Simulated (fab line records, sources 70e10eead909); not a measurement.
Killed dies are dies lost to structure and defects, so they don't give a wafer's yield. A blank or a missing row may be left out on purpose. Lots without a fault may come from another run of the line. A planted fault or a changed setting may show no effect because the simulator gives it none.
Which tool did it? | flow nand_harc | 12 lots, 36 wafers sampled, at 4 steps of a route of 1302

WHAT THE GAUGES READ, wafer by wafer
The record holds no reading of a measuring or inspecting step that can be judged against a usual standard deviation.

WHICH TOOL RAN EACH LOT (tool, then ch and the chambers of the sampled wafers, then the start)
lot  | NHARC_A_WL_FILL_ETCHBACK_17       | NHARC_A_CONTACT_ETCH_49            | NHARC_A_CONTACT_ETCH_119             | NHARC_A_CONTACT_ETCH_121
L140 | rie_metal-03 ch 1, day 21 06:09   | rie_diel-08 ch 0,2,3, day 21 19:31 | har_cap_etch-02 ch 0,1, day 21 22:58 | har_cap_etch-02 ch 0,1, day 21 23:18
L142 | rie_metal-03 ch 0, day 21 15:49   | rie_diel-08 ch 0,2,3, day 22 05:02 | har_cap_etch-02 ch 0,1, day 22 08:13 | har_cap_etch-02 ch 0,1, day 22 08:34
L144 | rie_metal-01 ch 0,1, day 23 12:20 | rie_diel-02 ch 1,3, day 24 00:42   | har_cap_etch-02 ch 0,1, day 24 03:46 | har_cap_etch-02 ch 0,1, day 24 04:07
L149 | rie_metal-02 ch 0,1, day 25 09:16 | rie_diel-08 ch 1,2,3, day 25 23:16 | har_cap_etch-01 ch 0,1, day 26 02:14 | har_cap_etch-01 ch 0,1, day 26 02:35
L152 | rie_metal-02 ch 0,1, day 25 19:38 | rie_diel-08 ch 2,3, day 26 08:30   | har_cap_etch-01 ch 0,1, day 26 11:34 | har_cap_etch-01 ch 0,1, day 26 11:54
L151 | rie_metal-01 ch 0,1, day 26 01:59 | rie_diel-02 ch 1,2,3, day 26 18:14 | har_cap_etch-03 ch 0,1, day 26 21:19 | har_cap_etch-03 ch 0,1, day 26 21:38
L153 | rie_metal-03 ch 0,1, day 26 20:07 | rie_diel-08 ch 2,3, day 27 08:28   | har_cap_etch-02 ch 0,1, day 27 11:32 | har_cap_etch-02 ch 0,1, day 27 11:52
L157 | rie_metal-03 ch 0, day 28 21:37   | rie_diel-13 ch 0,1,2, day 29 14:29 | har_cap_etch-02 ch 0,1, day 29 17:29 | har_cap_etch-02 ch 0,1, day 29 17:50
L158 | rie_metal-02 ch 0, day 29 02:48   | rie_diel-02 ch 1,2,3, day 29 19:52 | har_cap_etch-03 ch 0,1, day 29 23:20 | har_cap_etch-03 ch 0,1, day 29 23:47
L160 | rie_metal-02 ch 0,1, day 30 01:58 | rie_diel-02 ch 1,2,3, day 30 15:01 | har_cap_etch-03 ch 0,1, day 30 18:04 | har_cap_etch-03 ch 0,1, day 30 18:25
L161 | rie_metal-01 ch 0,1, day 30 01:59 | rie_diel-08 ch 1,3, day 30 16:20   | har_cap_etch-01 ch 0,1, day 30 19:20 | har_cap_etch-01 ch 0,1, day 30 19:41
L162 | rie_metal-01 ch 0,1, day 30 12:25 | rie_diel-08 ch 1,2,3, day 31 00:47 | har_cap_etch-03 ch 0,1, day 31 03:48 | har_cap_etch-03 ch 0,1, day 31 04:09
- NHARC_A_WL_FILL_ETCHBACK_17: etches the open film in Cl2/BCl3, target depth 4 nm, time 26.7 s.
- NHARC_A_CONTACT_ETCH_49: etches the open film in N2/H2, target depth 260 nm, time 475.3 s.
- NHARC_A_CONTACT_ETCH_119: etches the open film in C4F8/O2/Ar, time 190 s, target depth 1850 nm.
- NHARC_A_CONTACT_ETCH_121: etches the open film in C4F8/O2/Ar, time 190 s, target depth 1850 nm.

WHAT THE TOOLS THEMSELVES READ (means of the sampled wafers that have a number; where no wafer has one, the mark that the record gives instead)
NHARC_A_WL_FILL_ETCHBACK_17.
lot  | tool         | drypump_motor_current_A (A) | oes_product_au (a.u.)
L140 | rie_metal-03 | 5.74                        | 1.011
L142 | rie_metal-03 | 5.93                        | 1.008
L144 | rie_metal-01 | 5.59                        | 0.998
L149 | rie_metal-02 | 5.54                        | 1.008
L152 | rie_metal-02 | 5.72                        | 0.997
L151 | rie_metal-01 | 5.56                        | 1.004
L153 | rie_metal-03 | 5.80                        | 0.996
L157 | rie_metal-03 | 5.93                        | 1.004
L158 | rie_metal-02 | 5.34                        | 1.010
L160 | rie_metal-02 | 5.71                        | 0.999
L161 | rie_metal-01 | 5.57                        | 0.996
L162 | rie_metal-01 | 5.55                        | 1.003

NHARC_A_CONTACT_ETCH_49.
lot  | tool        | drypump_motor_current_A (A) | h2_flow_sccm (sccm) | oes_product_au (a.u.) | rf_fwd_power_W (W) | rf_vpp_V (V) | showerhead_plenum_p_Torr (Torr) | throttle_valve_pct (%)
L140 | rie_diel-08 | 6.0                         | 149.9               | 1.003                 | 399.8              | 429.3        | 1.99                            | 14.174
L142 | rie_diel-08 | 6.0                         | 149.6               | 0.999                 | 399.0              | 429.2        | 1.99                            | 14.171
L144 | rie_diel-02 | 5.8                         | 150.4               | 0.998                 | 400.7              | 433.8        | 2.15                            | 14.166
L149 | rie_diel-08 | 5.9                         | 150.1               | 1.002                 | 400.3              | 429.9        | 1.98                            | 14.167
L152 | rie_diel-08 | 6.0                         | 75.3                | 1.006                 | 399.0              | 428.1        | 1.70                            | 13.091
L151 | rie_diel-02 | 5.5                         | 150.2               | 1.004                 | 398.8              | 431.9        | 2.08                            | 14.169
L153 | rie_diel-08 | 5.8                         | 75.0                | 1.007                 | 400.7              | 430.2        | 1.74                            | 13.091
L157 | rie_diel-13 | 5.8                         | 149.8               | 1.006                 | 399.1              | 428.1        | 1.97                            | 14.180
L158 | rie_diel-02 | 5.5                         | 150.2               | 0.999                 | 398.9              | 431.0        | 2.07                            | 14.174
L160 | rie_diel-02 | 5.5                         | 149.6               | 1.001                 | 398.5              | 431.8        | 2.07                            | 14.180
L161 | rie_diel-08 | 5.8                         | 150.5               | 0.991                 | 398.7              | 430.1        | 2.03                            | 14.170
L162 | rie_diel-08 | 6.0                         | 150.4               | 0.995                 | 398.7              | 429.1        | 1.98                            | 14.166

THE ANSWER, worked out from the rows above alone
Rule: what is usual is taken from the lots themselves. Put in order of their means at a reading, lots are off if they are a third of the lots or fewer, leave a main group of 4 or more, and stand apart from it by a gap of 3 or more times the standard deviation of the main group's means; of several such gaps the widest counts. A main group whose means are all the same, to the digits that the tables above print for the reading, isn't used. A lot without any number at a reading at which 4 lots or more have one is off too. The other lots that the step has rows for count as sound. The gauges are gone through in route order, then the tools' own readings, and for those a lot's mean is taken as printed above. The first step at which some lot is off is used, and at that step the reading that is off furthest; a lot without a number counts as furthest.
Off: L152, L153, at NHARC_A_CONTACT_ETCH_49 (h2_flow_sccm). The main group: mean 150.1 sccm, standard deviation 0.31.
A tool fits if, at that step or a process step before it, it ran every lot that is off, and no sound lot after the first of them. None of those tried fits.

WHAT THE SIMULATOR HAD PUT IN
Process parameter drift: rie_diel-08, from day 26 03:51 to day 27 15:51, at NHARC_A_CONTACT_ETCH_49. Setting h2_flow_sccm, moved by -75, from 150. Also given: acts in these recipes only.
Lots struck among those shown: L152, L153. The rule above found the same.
